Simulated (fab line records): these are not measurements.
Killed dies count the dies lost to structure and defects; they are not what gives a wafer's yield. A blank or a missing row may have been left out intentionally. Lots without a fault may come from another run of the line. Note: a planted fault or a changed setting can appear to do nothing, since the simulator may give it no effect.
fab line records + flow n5-finfet
record
- lots=6
- wafers=16
- last-day=18
route steps=1938 shown DUMMY_REMOVAL@383 HKMG_FIN@385 BEOL_M4@1111 PASSIVATION@1936
lots untouched by any fault: they come from a run of this same line in which no faults occurred
start-h: hours from the record's first day to the start of the lot's first wafer shown + wait-h: hours from the lot's prior step to this one + " same as the row above + L1.1+2: a single row standing in for several wafers + - either no value or no given start + * or withheld: withheld + < > ~ a bound
route shown NAME@n: a module of which the file shows steps, and the number in the route of the first + usual: mean and standard deviation over wafers with no fault + same: alike in all rows + chamber/n: place in a boat + sites: each site's reading + _std_site: the standard deviation of these + _edge_site: mean of outer sites minus mean of inner sites + radius-mm: how far each site lies from the wafer's centre + mask NAME#n: copy n + behind: the last tool/chamber to shape the wafer + hold: why the lot went on hold/how many hours it stayed there/how the hold came to an end + device: names the non-switching transistor (n, p or np) + end of line: tests of these same wafers at the route's end + step lacking rows: just its recipe + killed: dies that structure and defects cost at the first sort, which is not the same as the wafer's yield + map: dies across one wafer; x = killed, . = not, _ = none there
set.NAME: the setting the step ran with; set.NAME@STEP: the setting that earlier step ran with + model.NAME: the simulator's own value behind a step, which no gauge read
lots at selected steps of the route; one table per step, one row per wafer
services: the hour from which a tool's chamber was out of use, counted from the record's first day as start-h (under 0 if before that day), plus the number of hours and why
## steps
# step N5_DUMMY_REMOVAL_PRECLEAN_04
# recipe
- chemistry=DHF
- time-s=37
- temp-c=25
- dilution=500:1
# step N5_DUMMY_REMOVAL_SRD_05
# recipe
- dry=ipa-marangoni
- do-ppb=5
- time-s=30
- temp-c=23
- rinse-liquid=diw
# step N5_HKMG_FIN_IL_REGROW_00
# recipe
- material=SiO2
- target-thk-a=7.5
- chemistry=O3
- temp-c=withheld
- time-s=30
# step N5_HKMG_FIN_HK_ALD_01
# recipe
- material=HfO2
- target-thk-a=16
- temp-c=withheld
- ald-precursor-family=HfCl4
- ald-co-reactant=H2O
- pulse-time-s=3
- purge-time-s=3
- co-reactant-purge-time-s=2.5
- co-reactant-pulse-time-s=0.3
- ald-cycles=30
# usual
- precursor-pulse-height-rel=1.004/0.017
| lot.wafer | tool      | chamber | start-h | wait-h | precursor-pulse-height-rel |
|-----------|-----------|---------|---------|--------|----------------------------|
| L612.1    | ald-hk-03 | 2       | 89.02   | 0.0    | 1.000                      |
| L612.3    | "         | 1       | "       | "      | 1.029                      |
| L612.4    | "         | 3       | "       | "      | 1.009                      |
| L614.1    | ald-hk-03 | 0       | 100.72  | 0.0    | 0.998                      |
| L614.2    | "         | 2       | "       | "      | 1.022                      |
| L614.5    | "         | 2       | "       | "      | 1.019                      |
| L615.2    | ald-hk-01 | 1       | 107.16  | 0.0    | 1.002                      |
| L615.5    | "         | 2       | "       | "      | 1.000                      |
| L615.6    | "         | 1       | "       | "      | 0.995                      |
| L624.1    | ald-hk-03 | 0       | 163.48  | 0.0    | 1.007                      |
| L624.3    | "         | 1       | "       | "      | 0.999                      |
| L624.5    | "         | 1       | "       | "      | 0.985                      |
| L630.1    | ald-hk-01 | 1       | 193.76  | 0.0    | 1.014                      |
| L630.5    | "         | 2       | "       | "      | 1.001                      |
| L632.1    | ald-hk-02 | 0       | 210.88  | 0.0    | 1.034                      |
| L632.5    | "         | 0       | "       | "      | 0.989                      |
# step N5_HKMG_FIN_HK_ANNEAL_02
# recipe
- temp-c=700
- time-s=30
- ambient=N2
- idle-temp-c=600
- ramp-up-c-per-s=150
- ramp-down-c-per-s=60
- cool-to-c=600
# usual
- lamp-power-pct=8.80/0.049
- wafer_temp_C_max=702.9/0.73
| lot.wafer | tool          | chamber | start-h | wait-h | lamp-power-pct | wafer_temp_C_max |
|-----------|---------------|---------|---------|--------|----------------|------------------|
| L612.1    | rtp-anneal-02 | 0       | 89.20   | 0.1    | 8.75           | 702.5            |
| L612.3    | "             | 0       | "       | "      | 8.83           | 704.0            |
| L612.4    | "             | 0       | "       | "      | 8.76           | 703.7            |
| L614.1    | rtp-anneal-02 | 0       | 100.91  | 0.1    | 8.83           | 702.6            |
| L614.2    | "             | 0       | "       | "      | 8.78           | 702.1            |
| L614.5    | "             | 0       | "       | "      | 8.76           | 702.0            |
| L615.2    | rtp-anneal-02 | 0       | 107.37  | 0.1    | 8.75           | 702.7            |
| L615.5    | "             | 0       | "       | "      | 8.80           | 705.3            |
| L615.6    | "             | 0       | "       | "      | 8.76           | 702.5            |
| L624.1    | rtp-anneal-01 | 0       | 163.67  | 0.1    | 8.80           | 702.0            |
| L624.3    | "             | 0       | "       | "      | 8.85           | 702.8            |
| L624.5    | "             | 0       | "       | "      | 8.80           | 702.9            |
| L630.1    | rtp-anneal-02 | 0       | 193.95  | 0.1    | 8.85           | 702.7            |
| L630.5    | "             | 0       | "       | "      | 8.82           | 703.2            |
| L632.1    | rtp-anneal-01 | 0       | 211.07  | 0.1    | 8.72           | 702.6            |
| L632.5    | "             | 0       | "       | "      | 8.83           | 701.9            |
# step N5_HKMG_FIN_ALD_74
# recipe
- material=La2O3
- target-thk-a=5
- temp-c=250
- ald-precursor-family=La-Cp
- ald-co-reactant=O3
- pulse-time-s=6
- co-reactant-pulse-time-s=1
- purge-time-s=3
- co-reactant-purge-time-s=3
# usual
- heater-power-w=347/44
- precursor-pulse-height-rel=1.001/0.019
| lot.wafer | tool      | chamber | start-h | wait-h | heater-power-w | precursor-pulse-height-rel |
|-----------|-----------|---------|---------|--------|----------------|----------------------------|
| L612.1    | ald-hk-01 | 0       | 89.42   | 0.2    | 306            | 1.032                      |
| L612.3    | "         | 1       | "       | "      | 335            | 0.980                      |
| L612.4    | "         | 2       | "       | "      | 280            | 0.999                      |
| L614.1    | ald-hk-01 | 1       | 101.12  | 0.2    | 332            | 1.018                      |
| L614.2    | "         | 0       | "       | "      | 303            | 0.968                      |
| L614.5    | "         | 1       | "       | "      | 335            | 0.966                      |
| L615.2    | ald-hk-02 | 3       | 107.56  | 0.2    | 369            | 0.998                      |
| L615.5    | "         | 0       | "       | "      | 328            | 0.999                      |
| L615.6    | "         | 1       | "       | "      | 423            | 1.004                      |
| L624.1    | ald-hk-02 | 0       | 163.88  | 0.2    | 322            | 1.019                      |
| L624.3    | "         | 2       | "       | "      | 350            | 1.004                      |
| L624.5    | "         | 2       | "       | "      | 344            | 0.982                      |
| L630.1    | ald-hk-03 | 0       | 194.16  | 0.2    | 432            | 1.014                      |
| L630.5    | "         | 1       | "       | "      | 343            | 0.969                      |
| L632.1    | ald-hk-03 | 2       | 211.29  | 0.2    | 357            | 1.027                      |
| L632.5    | "         | 3       | "       | "      | 354            | 0.976                      |
# step N5_HKMG_FIN_ALD_75
# recipe
- material=Al2O3
- target-thk-a=10
- temp-c=150
- ald-precursor-family=TMA
- ald-co-reactant=H2O
- pulse-time-s=withheld
- co-reactant-pulse-time-s=1
# usual
- heater-power-w=150/19
- precursor-pulse-height-rel=0.998/0.02
| lot.wafer | tool      | chamber | start-h | wait-h | heater-power-w | precursor-pulse-height-rel |
|-----------|-----------|---------|---------|--------|----------------|----------------------------|
| L612.1    | ald-hk-01 | 0       | 89.49   | 0.0    | 130            | 1.019                      |
| L612.3    | "         | 1       | "       | "      | 147            | 1.008                      |
| L612.4    | "         | 2       | "       | "      | 122            | 1.005                      |
| L614.1    | ald-hk-01 | 1       | 101.20  | 0.0    | 144            | 1.004                      |
| L614.2    | "         | 0       | "       | "      | 130            | 0.976                      |
| L614.5    | "         | 1       | "       | "      | 145            | 1.005                      |
| L615.2    | ald-hk-02 | 3       | 107.63  | 0.0    | 160            | 1.032                      |
| L615.5    | "         | 0       | "       | "      | 144            | 1.021                      |
| L615.6    | "         | 1       | "       | "      | 182            | 0.982                      |
| L624.1    | ald-hk-02 | 0       | 163.96  | 0.0    | 141            | 1.014                      |
| L624.3    | "         | 2       | "       | "      | 148            | 0.975                      |
| L624.5    | "         | 2       | "       | "      | 151            | 0.992                      |
| L630.1    | ald-hk-03 | 0       | 194.24  | 0.0    | 184            | 0.985                      |
| L630.5    | "         | 1       | "       | "      | 151            | 1.008                      |
| L632.1    | ald-hk-03 | 2       | 211.36  | 0.0    | 156            | 1.007                      |
| L632.5    | "         | 3       | "       | "      | 154            | 1.014                      |
# step N5_HKMG_FIN_COAT_41
# recipe
- resist=SOC
- temp-c=250
- time-s=60
- spin-rpm=1500
- resist-thk-nm=300
# step N5_HKMG_FIN_COAT_42
# recipe
- resist=SiARC
- temp-c=220
- time-s=60
- spin-rpm=1500
- resist-thk-nm=35
# step N5_HKMG_FIN_COAT_43
# recipe
- resist=CAR-ArF
- spin-rpm=1500
- resist-thk-nm=90
# step N5_HKMG_FIN_EBR_45
# recipe
- solvent=PGMEA
- ebr-width-mm=1.5
# step N5_HKMG_FIN_SOFTBAKE_44
# recipe
- temp-c=110
- time-s=60
- resist=CAR-ArF
# step N5_HKMG_FIN_EXPOSE_46
# recipe
- mask-id=NDIPOLE
- na=1.35
- source-shape=conventional
- sigma-outer=0.8
- polarization=unpolarized
- dose-mj=40
# usual
- exposure-dose-mJ-cm2=39.98/0.039
# same
- sigma-outer=0.8
| lot.wafer | tool            | chamber | start-h | wait-h | mask      | exposure-dose-mJ-cm2 |
|-----------|-----------------|---------|---------|--------|-----------|----------------------|
| L612.1    | arfi-scanner-01 | 0       | 89.84   | -      | NDIPOLE#0 | 40.07                |
| L612.3    | "               | 0       | "       | "      | NDIPOLE#0 | 39.96                |
| L612.4    | "               | 0       | "       | "      | NDIPOLE#0 | 40.04                |
| L614.1    | arfi-scanner-01 | 0       | 101.42  | -      | NDIPOLE#0 | 41.99                |
| L614.2    | "               | 0       | "       | "      | NDIPOLE#0 | 41.94                |
| L614.5    | "               | 0       | "       | "      | NDIPOLE#0 | 41.98                |
| L615.2    | arfi-scanner-01 | 0       | 107.86  | -      | NDIPOLE#0 | 41.57                |
| L615.5    | "               | 0       | "       | "      | NDIPOLE#0 | 41.48                |
| L615.6    | "               | 0       | "       | "      | NDIPOLE#0 | 41.61                |
| L624.1    | arfi-scanner-02 | 0       | 164.18  | -      | NDIPOLE#0 | 40.02                |
| L624.3    | "               | 0       | "       | "      | NDIPOLE#0 | 39.98                |
| L624.5    | "               | 0       | "       | "      | NDIPOLE#0 | 39.89                |
| L630.1    | arfi-scanner-02 | 0       | 196.28  | -      | NDIPOLE#0 | 39.99                |
| L630.5    | "               | 0       | "       | "      | NDIPOLE#0 | 40.00                |
| L632.1    | arfi-scanner-02 | 0       | 211.70  | -      | NDIPOLE#0 | 39.97                |
| L632.5    | "               | 0       | "       | "      | NDIPOLE#0 | 39.94                |
# step N5_HKMG_FIN_PEB_47
# recipe
- peb-temp-c=withheld
- peb-time-s=60
- resist=CAR-ArF
# step N5_HKMG_FIN_DEVELOP_48
# recipe
- develop-time-s=30
- developer=TMAH
- resist=CAR-ArF
- rinse-liquid=diw
- dry=air-spin
- dev-temp-c=23
# step N5_HKMG_FIN_CD_MEAS_49
# recipe
- target-cd-nm=202
- landing-energy-ev=500
- detector=se-inlens
- polarity=opening
# usual
- cd-nm=202.5/0.77
| lot.wafer | tool      | chamber | start-h | wait-h | cd-nm |
|-----------|-----------|---------|---------|--------|-------|
| L612.1    | cd-sem-02 | 0       | 89.96   | -      | 201.9 |
| L612.3    | "         | 0       | "       | "      | 201.0 |
| L612.4    | "         | 0       | "       | "      | 202.6 |
| L614.1    | cd-sem-02 | 0       | 101.54  | -      | 206.0 |
| L614.2    | "         | 0       | "       | "      | 206.9 |
| L614.5    | "         | 0       | "       | "      | 205.9 |
| L615.2    | cd-sem-01 | 0       | 107.98  | -      | 205.4 |
| L615.5    | "         | 0       | "       | "      | 204.6 |
| L615.6    | "         | 0       | "       | "      | 205.6 |
| L624.1    | cd-sem-02 | 0       | 164.30  | -      | 202.7 |
| L624.3    | "         | 0       | "       | "      | 202.3 |
| L624.5    | "         | 0       | "       | "      | 202.5 |
| L630.1    | cd-sem-02 | 0       | 196.41  | -      | 201.8 |
| L630.5    | "         | 0       | "       | "      | 202.7 |
| L632.1    | cd-sem-02 | 0       | 211.83  | -      | 202.5 |
| L632.5    | "         | 0       | "       | "      | 201.7 |
# step N5_HKMG_FIN_OVL_MEAS_50
# recipe
- points-per-wafer=44
# usual
- NDIPOLE_OVL=-0.2/0.73
| lot.wafer | tool       | chamber | start-h | wait-h | NDIPOLE_OVL[nm] |
|-----------|------------|---------|---------|--------|-----------------|
| L612.1    | overlay-02 | 0       | 89.99   | 0.0    | 0.4             |
| L612.3    | "          | 0       | "       | "      | -0.7            |
| L612.4    | "          | 0       | "       | "      | -0.5            |
| L614.1    | overlay-01 | 0       | 101.57  | 0.0    | 0.5             |
| L614.2    | "          | 0       | "       | "      | -0.5            |
| L614.5    | "          | 0       | "       | "      | 0.4             |
| L615.2    | overlay-02 | 0       | 108.01  | 0.0    | 0.8             |
| L615.5    | "          | 0       | "       | "      | 0.4             |
| L615.6    | "          | 0       | "       | "      | 0.2             |
| L624.1    | overlay-01 | 0       | 164.33  | 0.0    | -0.3            |
| L624.3    | "          | 0       | "       | "      | 0.4             |
| L624.5    | "          | 0       | "       | "      | -0.2            |
| L630.1    | overlay-01 | 0       | 196.44  | 0.0    | -0.1            |
| L630.5    | "          | 0       | "       | "      | -1.0            |
| L632.1    | overlay-02 | 0       | 211.86  | 0.0    | -1.1            |
| L632.5    | "          | 0       | "       | "      | -0.4            |
# step N5_BEOL_M4_RC_MEAS_101
# usual
- DIBL_N=36.1/2
- DIBL_P=36.3/2.5
- IOFF_N=0.16/0.037
- IOFF_P=0.21/0.039
- ION_N=678/15
- ION_P=465/8.7
- SS_N=71.4/0.7
- SS_P=73.3/0.74
- VT_N=249/3.6
- VT_P=-250.0/2.9
| lot.wafer | tool      | chamber | start-h | wait-h | DIBL_N[mV/V] | DIBL_P[mV/V] | IOFF_N[nA/um] | IOFF_P[nA/um] | ION_N[uA/um] | ION_P[uA/um] | SS_N[mV/dec] | SS_P[mV/dec] | VT_N[mV] | VT_P[mV] |
|-----------|-----------|---------|---------|--------|--------------|--------------|---------------|---------------|--------------|--------------|--------------|--------------|----------|----------|
| L612.1    | prober-02 | 0       | 181.07  | 0.0    | 37.8         | 37.0         | 0.16          | 0.24          | 687          | 473          | 71.6         | 73.8         | 250      | -247.3   |
| L612.3    | "         | 0       | "       | "      | 35.7         | 32.9         | 0.12          | 0.18          | 654          | 451          | 71.3         | 72.5         | 254      | -252.8   |
| L612.4    | "         | 0       | "       | "      | 33.7         | 31.7         | 0.09          | 0.17          | 640          | 449          | 70.3         | 72.8         | 256      | -252.8   |
| L614.1    | prober-02 | 0       | 197.80  | 0.0    | 33.9         | 35.8         | 0.13          | 0.19          | 665          | 464          | 71.0         | 72.8         | 254      | -252.9   |
| L614.2    | "         | 0       | "       | "      | 36.1         | 37.4         | 0.16          | 0.20          | 682          | 467          | 71.2         | 73.4         | 251      | -253.5   |
| L614.5    | "         | 0       | "       | "      | 33.3         | 34.6         | 0.12          | 0.18          | 668          | 462          | 70.1         | 73.2         | 255      | -254.2   |
| L615.2    | prober-01 | 0       | 198.62  | 0.3    | 35.9         | 36.7         | 0.17          | 0.19          | 696          | 466          | 71.3         | 73.4         | 249      | -250.6   |
| L615.5    | "         | 0       | "       | "      | 33.3         | 33.6         | 0.12          | 0.16          | 678          | 460          | 70.2         | 72.2         | 251      | -255.6   |
| L615.6    | "         | 0       | "       | "      | 34.7         | 36.6         | 0.15          | 0.21          | 692          | 477          | 71.9         | 73.4         | 248      | -249.1   |
| L624.1    | prober-02 | 0       | 284.88  | 0.5    | 37.0         | 37.8         | 0.20          | 0.24          | 703          | 472          | 70.9         | 73.6         | 247      | -248.4   |
| L624.3    | "         | 0       | "       | "      | 35.1         | 32.8         | 0.14          | 0.16          | 672          | 454          | 71.0         | 72.8         | 254      | -252.4   |
| L624.5    | "         | 0       | "       | "      | 38.4         | 38.8         | 0.22          | 0.26          | 708          | 477          | 72.1         | 73.6         | 246      | -246.3   |
| L630.1    | prober-02 | 0       | 306.06  | 0.0    | 36.8         | 38.6         | 0.19          | 0.22          | 713          | 477          | 71.3         | 74.0         | 245      | -247.3   |
| L630.5    | "         | 0       | "       | "      | 36.4         | 38.1         | 0.18          | 0.21          | 700          | 469          | 70.8         | 73.5         | 247      | -251.2   |
| L632.1    | prober-02 | 0       | 313.10  | 0.0    | 34.4         | 35.3         | 0.13          | 0.20          | 663          | 456          | 70.3         | 73.5         | 250      | -248.7   |
| L632.5    | "         | 0       | "       | "      | 32.6         | 32.2         | 0.11          | 0.16          | 674          | 474          | 70.5         | 72.4         | 252      | -252.8   |
# step N5_PASSIVATION_PROBE_49
# usual
- defect-limited-yield=91.1/1.3
- killed_at_M0_to_M3=32/9.7
- killed_at_M4_up=16/6
- killed-at-contacts=12/5.9
- killed-at-front-end=41/11
- killed-at-other=4/3.1
- killed-dies=104/16
- killed-open=68/12
- killed-short=34/7.4
- sort_bin_5_function=5.1/0.85
- sort_bin_6_memory=3.3/0.66
- sort_bin_8_speed=0.1/0.53
- sort-n-pass=1075/16
- sort-yield-pct=91.1/1.4
# same
- gross-dies=1180
- killed-at-back-side=0
- sort_bin_4_leakage[%]=0
| lot.wafer | tool      | chamber | start-h | wait-h | defect-limited-yield[%] | killed_at_M0_to_M3 | killed_at_M4_up | killed-at-contacts | killed-at-front-end | killed-at-other | killed-dies | killed-open | killed-short | sort_bin_5_function[%] | sort_bin_6_memory[%] | sort_bin_8_speed[%] | sort-n-pass | sort-yield-pct[%] |
|-----------|-----------|---------|---------|--------|-------------------------|--------------------|-----------------|--------------------|---------------------|-----------------|-------------|-------------|--------------|------------------------|----------------------|---------------------|-------------|-------------------|
| L630.5    | prober-02 | -       | 418.40  | 0.2    | 93.1                    | 21                 | 18              | 3                  | 33                  | 6               | 81          | 49          | 25           | 3.3                    | 2.6                  | 0                   | 1099        | 93.1              |
# killed by level:class
L630.5 FIN_SAQP:geometric-particle:short=7 STI_FIN_REVEAL:geometric-particle:open=5 BEOL_M3:geometric-particle:open=5 BEOL_M5:geometric-particle:open=5 HKMG_FIN:area-etch=5 BEOL_M2:geometric-particle:open=4 BEOL_M4:geometric-particle:open=4 BEOL_M8:geometric-particle:open=4
## services
| tool            | chamber | start-h | hours | kind        |
|-----------------|---------|---------|-------|-------------|
| arfi-scanner-02 | -       | 78.97   | 3.1   | pm          |
| arfi-scanner-01 | -       | 83.38   | 1.0   | pm          |
| arfi-scanner-02 | -       | 93.43   | 3.6   | repair      |
| arfi-scanner-02 | -       | 107.96  | 1.0   | pm          |
| arfi-scanner-02 | -       | 117.68  | 0.8   | pm          |
| arfi-scanner-01 | 0       | 118.52  | -     | calibration |
| ald-hk-03       | -       | 119.00  | 8.7   | pm          |
| ald-hk-01       | -       | 121.87  | 2.3   | repair      |
| arfi-scanner-01 | -       | 123.44  | 1.3   | pm          |
| arfi-scanner-02 | 0       | 143.97  | -     | calibration |
| rtp-anneal-01   | -       | 151.01  | 1.8   | pm          |
| arfi-scanner-01 | -       | 157.53  | 0.8   | pm          |
| arfi-scanner-01 | -       | 159.04  | 0.5   | repair      |
| arfi-scanner-02 | -       | 159.81  | 1.3   | pm          |
| arfi-scanner-01 | -       | 162.74  | 0.9   | repair      |
| ald-hk-02       | -       | 192.36  | 6.0   | pm          |
| arfi-scanner-02 | -       | 194.57  | 1.7   | repair      |
## key
first-sign
- step=N5_HKMG_FIN_EXPOSE_46
- reading=exposure-dose-mJ-cm2
- direction=up
- sigmas=45
- usual=39.98
- struck=41.76
effect
- step=N5_HKMG_FIN_CD_MEAS_49
- reading=cd-nm
- direction=up
- sigmas=4.3
- usual=202.5
- struck=205.7
- through=control-loop
met-at N5_HKMG_FIN_EXPOSE_46
struck-wafers L614.1,L614.2,L614.5,L615.2,L615.5,L615.6
loop-trim
- step=N5_HKMG_FIN_EXPOSE_46
- setting=dose
- lots=L615
onset-between 89.84 101.42
fault
- kind=process-parameter-drift
- tool=arfi-scanner-01
- chamber=-
- onset-h=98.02
- steps=N5_HKMG_FIN_EXPOSE_46
- channel=dose-mj
- offset=1.9535
- shape=step
- acts-in=these-recipes-only
- stated=40
# loop-trim: a control loop set the setting to another value than it would have without faults
